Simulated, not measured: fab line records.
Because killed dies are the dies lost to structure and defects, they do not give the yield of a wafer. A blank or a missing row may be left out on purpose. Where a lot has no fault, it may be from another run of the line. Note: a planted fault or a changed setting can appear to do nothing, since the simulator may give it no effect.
Which tool is to blame? ; flow n5 finfet ; 72 wafers from 24 lots sampled at 5 of the route's 1938 steps

WHAT THE GAUGES SHOWED, per wafer
N5_BEOL_M7_RS_MEAS_57: measures by four-point-probe. Usual: M7_RS typically reads 0.288 ohm/sq, with standard deviation 0.008.
lot;measured;on;M7_RS (ohm/sq);flag
L074;day 9 06:27;film metro-01;0.283 0.286 0.301;
L077;day 9 18:14;film metro-01;0.287 0.293 0.288;
L076;day 9 22:18;film metro-01;0.292 0.284 0.290;
L075;day 10 01:56;film metro-02;0.289 0.288 0.294;
L078;day 10 04:21;film metro-02;0.295 0.289 0.288;
L079;day 10 10:02;film metro-02;0.285 0.286 0.294;
L080;day 10 10:19;film metro-02;0.281 0.301 0.291;
L081;day 10 13:07;film metro-02;0.275 0.285 0.282;
L082;day 10 22:47;film metro-01;0.286 0.290 0.295;
L083;day 11 07:10;film metro-02;0.293 0.285 0.295;
L085;day 11 18:10;film metro-02;0.288 0.310 0.294;
L086;day 12 09:29;film metro-01;0.280 0.275 0.272;
L088;day 12 15:38;film metro-02;0.289 0.289 0.282;
L084;day 12 17:10;film metro-02;0.281 0.295 0.299;
L087;day 12 18:38;film metro-01;0.291 0.287 0.297;
L090;day 12 19:39;film metro-01;0.302 0.287 0.301;
L089;day 13 00:02;film metro-01;0.290 0.295 0.296;
L091;day 13 08:56;film metro-02;0.284 0.289 0.290;
L092;day 13 20:16;film metro-01;0.295 0.278 0.294;
L093;day 14 03:44;film metro-01;0.281 0.278 0.274;
L094;day 14 05:13;film metro-02;0.290 0.284 0.282;
L096;day 14 13:02;film metro-02;0.283 0.292 0.289;
L095;day 14 13:10;film metro-02;0.284 0.280 0.297;
L097;day 15 05:36;film metro-01;0.283 0.288 0.281;

N5_BEOL_M8_INSPECT_13: inspects for defects (brightfield). Usual: raw defect count 404, standard deviation 80.
lot;measured;on;raw defect count;flag
L074;day 9 09:23;defect inspect-01;408 502 342;
L077;day 9 20:08;defect inspect-02;333 359 391;
L076;day 10 00:18;defect inspect-01;426 438 343;
L075;day 10 03:13;defect inspect-01;356 304 415;
L078;day 10 06:06;defect inspect-02;377 345 425;
L079;day 10 11:46;defect inspect-02;309 305 324;
L080;day 10 11:59;defect inspect-02;479 248 526;
L081;day 10 15:20;defect inspect-02;464 632 400;
L082;day 11 01:06;defect inspect-01;425 446 421;
L083;day 11 09:11;defect inspect-01;410 420 387;
L085;day 11 22:19;defect inspect-01;502 388 664;
L086;day 12 11:09;defect inspect-02;461 403 445;
L088;day 12 18:21;defect inspect-02;438 336 519;
L084;day 12 18:41;defect inspect-02;385 406 394;
L087;day 12 21:51;defect inspect-02;342 291 353;
L090;day 12 22:01;defect inspect-01;455 417 393;
L089;day 13 01:35;defect inspect-02;420 420 352;
L091;day 13 11:59;defect inspect-02;343 250 355;
L092;day 13 21:35;defect inspect-01;472 370 481;
L093;day 14 05:31;defect inspect-02;414 437 563;
L094;day 14 07:45;defect inspect-02;353 455 372;
L096;day 14 15:16;defect inspect-01;312 307 376;
L095;day 14 15:28;defect inspect-01;410 379 417;
L097;day 15 09:48;defect inspect-01;411 328 403;

N5_BEOL_M8_CD_MEAS_18: pitch 80 nm, target cd 40 nm. Usual: cd nm 40.1 nm, standard deviation 0.48.
lot;measured;on;cd nm (nm);flag
L074;day 9 09:59;cd sem-01;40.0 39.8 39.7;
L077;day 9 20:46;cd sem-03;40.3 40.3 39.7;
L076;day 10 02:01;cd sem-01;39.7 40.1 40.8;
L075;day 10 05:04;cd sem-01;39.5 39.9 40.9;
L078;day 10 08:56;cd sem-03;39.6 40.3 40.2;
L079;day 10 12:47;cd sem-01;40.1 40.4 39.3;
L080;day 10 13:15;cd sem-01;40.4 40.3 40.3;
L081;day 10 16:56;cd sem-02;38.9 39.4 40.3;
L082;day 11 01:59;cd sem-01;39.3 39.7 39.4;
L083;day 11 10:03;cd sem-03;40.5 39.5 40.2;
L085;day 11 22:48;cd sem-03;40.3 40.0 39.8;
L086;day 12 11:38;cd sem-01;40.2 40.5 39.9;
L088;day 12 18:53;cd sem-01;39.7 39.8 39.4;
L084;day 12 19:20;cd sem-03;40.2 40.4 40.1;
L087;day 12 22:22;cd sem-01;40.3 39.9 40.1;
L090;day 12 22:31;cd sem-03;39.9 40.2 40.5;
L089;day 13 02:08;cd sem-02;40.0 39.7 39.6;
L091;day 13 12:32;cd sem-03;40.2 39.6 40.3;
L092;day 13 22:04;cd sem-01;39.8 40.0 39.9;
L093;day 14 06:29;cd sem-01;40.6 40.3 39.8;
L094;day 14 08:16;cd sem-01;40.2 40.5 40.5;
L096;day 14 15:50;cd sem-03;40.1 39.4 39.2;
L095;day 14 15:58;cd sem-01;39.8 40.2 40.5;
L097;day 15 10:22;cd sem-03;40.4 40.6 40.5;

WHICH TOOL RAN EACH LOT (tool, then ch and the chambers of the sampled wafers, then the start)
lot;N5_BEOL_M7_DEGAS_44;N5_BEOL_M7_CMP_52
L074;pvd sputter-02, day 9 04:44;cmp-02 ch 0,2,3, day 9 06:04
L077;pvd sputter-02, day 9 16:28;cmp-04 ch 0,1,3, day 9 17:49
L076;pvd sputter-03, day 9 20:11;cmp-02 ch 0,1, day 9 21:50
L075;pvd sputter-03, day 10 00:23;cmp-02 ch 0,1, day 10 01:28
L078;pvd sputter-02, day 10 02:10;cmp-03 ch 0,1,2, day 10 03:54
L079;pvd sputter-03, day 10 08:26;cmp-03 ch 1,3, day 10 09:38
L080;pvd sputter-01, day 10 08:32;cmp-04 ch 0,1,3, day 10 09:55
L081;pvd sputter-03, day 10 11:15;cmp-04 ch 2,3, day 10 12:40
L082;pvd sputter-03, day 10 21:14;cmp-02 ch 2,3, day 10 22:23
L083;pvd sputter-03, day 11 05:28;cmp-02 ch 1,2,3, day 11 06:49
L085;pvd sputter-01, day 11 15:55;cmp-02 ch 0,2,3, day 11 17:46
L086;pvd sputter-01, day 12 07:13;cmp-04 ch 0,1,2, day 12 09:07
L088;pvd sputter-03, day 12 13:49;cmp-02 ch 1,2,3, day 12 15:20
L084;pvd sputter-02, day 12 14:10;cmp-03 ch 0,2,3, day 12 16:50
L087;pvd sputter-01, day 12 16:56;cmp-02 ch 1,3, day 12 18:13
L090;pvd sputter-01, day 12 18:02;cmp-02 ch 0,2,3, day 12 19:14
L089;pvd sputter-01, day 12 22:02;cmp-02 ch 1,3, day 12 23:37
L091;pvd sputter-03, day 13 07:14;cmp-03 ch 0,1,2, day 13 08:34
L092;pvd sputter-03, day 13 17:54;cmp-04 ch 2,3, day 13 19:50
L093;pvd sputter-02, day 14 01:07;cmp-04 ch 0,1,3, day 14 03:18
L094;pvd sputter-01, day 14 03:13;cmp-03 ch 0,1,2, day 14 04:52
L096;pvd sputter-01, day 14 11:03;cmp-03 ch 0,2,3, day 14 12:37
L095;pvd sputter-01, day 14 11:14;cmp-04 ch 1,2, day 14 12:44
L097;pvd sputter-03, day 15 03:11;cmp-04 ch 0,3, day 15 05:13
- N5_BEOL_M7_DEGAS_44: time 60 s.
- N5_BEOL_M7_CMP_52: polishes, stops on SiCOH lowk, t overpolish 6.9 s, target thk 80 nm.

AS READ BY THE TOOLS THEMSELVES (means over the sampled wafers that have a number; for cases with no such wafer, the mark the record gives instead)
N5_BEOL_M7_DEGAS_44. Usual: heater power w 341 W, standard deviation 59.
lot;tool;heater power w (W);flag
L074;pvd sputter-02;405;
L077;pvd sputter-02;391;
L076;pvd sputter-03;349;
L075;pvd sputter-03;375;
L078;pvd sputter-02;388;
L079;pvd sputter-03;373;
L080;pvd sputter-01;317;
L081;pvd sputter-03;354;
L082;pvd sputter-03;354;
L083;pvd sputter-03;360;
L085;pvd sputter-01;315;
L086;pvd sputter-01;321;
L088;pvd sputter-03;356;
L084;pvd sputter-02;413;
L087;pvd sputter-01;305;
L090;pvd sputter-01;315;
L089;pvd sputter-01;318;
L091;pvd sputter-03;373;
L092;pvd sputter-03;288;
L093;pvd sputter-02;397;
L094;pvd sputter-01;325;
L096;pvd sputter-01;334;
L095;pvd sputter-01;330;
L097;pvd sputter-03;356;

N5_BEOL_M7_CMP_52. Usual: barrier field endpoint s 28.8 s, standard deviation 0.74; edge zone pressure frac 1.001, standard deviation 0.005; motor current A 6.1 A, standard deviation 0.69; overpolish run s 6.900 s, standard deviation 0.009; platen rpm 50.00 rpm, standard deviation 0.035; time to endpoint s 62 s, standard deviation 3.2.
lot;tool;barrier field endpoint s (s);edge zone pressure frac;motor current A (A);overpolish run s (s);platen rpm (rpm);time to endpoint s (s);flag
L074;cmp-02;28.9;1.000;6.5;6.903;49.98;63;
L077;cmp-04;28.7;1.004;5.7;6.902;50.01;61;
L076;cmp-02;29.2;0.998;6.0;6.900;50.01;64;
L075;cmp-02;28.7;1.005;5.8;6.897;50.04;62;
L078;cmp-03;29.1;0.997;6.6;6.901;50.02;63;
L079;cmp-03;28.4;1.001;6.9;6.895;50.01;62;
L080;cmp-04;29.9;0.997;5.7;6.898;49.98;64;
L081;cmp-04;29.0;0.997;5.4;6.893;49.96;63;
L082;cmp-02;28.7;1.002;6.3;6.898;50.02;60;
L083;cmp-02;28.5;1.006;6.6;6.913;49.98;63;
L085;cmp-02;28.4;1.001;6.4;6.889;50.00;59;
L086;cmp-04;29.7;1.000;5.7;6.900;50.01;66;
L088;cmp-02;27.8;1.005;6.3;6.902;50.01;58;
L084;cmp-03;29.8;0.999;6.6;6.911;50.01;64;
L087;cmp-02;27.5;1.005;6.6;6.904;50.00;57;
L090;cmp-02;28.2;1.000;6.5;6.900;49.98;59;
L089;cmp-02;28.0;1.002;6.5;6.904;50.00;57;
L091;cmp-03;29.3;1.004;6.4;6.907;49.98;63;
L092;cmp-04;29.3;0.998;5.4;6.900;50.04;64;
L093;cmp-04;28.8;1.002;5.7;6.899;50.00;64;
L094;cmp-03;29.4;1.003;6.4;6.904;50.03;63;
L096;cmp-03;28.5;0.999;6.7;6.904;50.05;61;
L095;cmp-04;29.3;1.003;5.7;6.892;50.00;64;
L097;cmp-04;29.1;1.001;5.5;6.898;50.02;59;

THE ANSWER, worked out from the rows above alone
Rule: a lot is off if the mean of its wafers that have a number lies more than 3 standard deviations from the usual mean. A lot without any number at a reading at which 4 lots or more have one is off too. All remaining lots with rows at the step are treated as sound. First the gauges in route order, then the tools' own readings, where a lot's mean is used as printed above. The first step at which some lot is off is used, and at that step the reading that is off furthest; a lot without a number counts as furthest.
None of the lots is off at any reading shown; this tells nothing.

WHAT THE SIMULATOR HAD INSERTED
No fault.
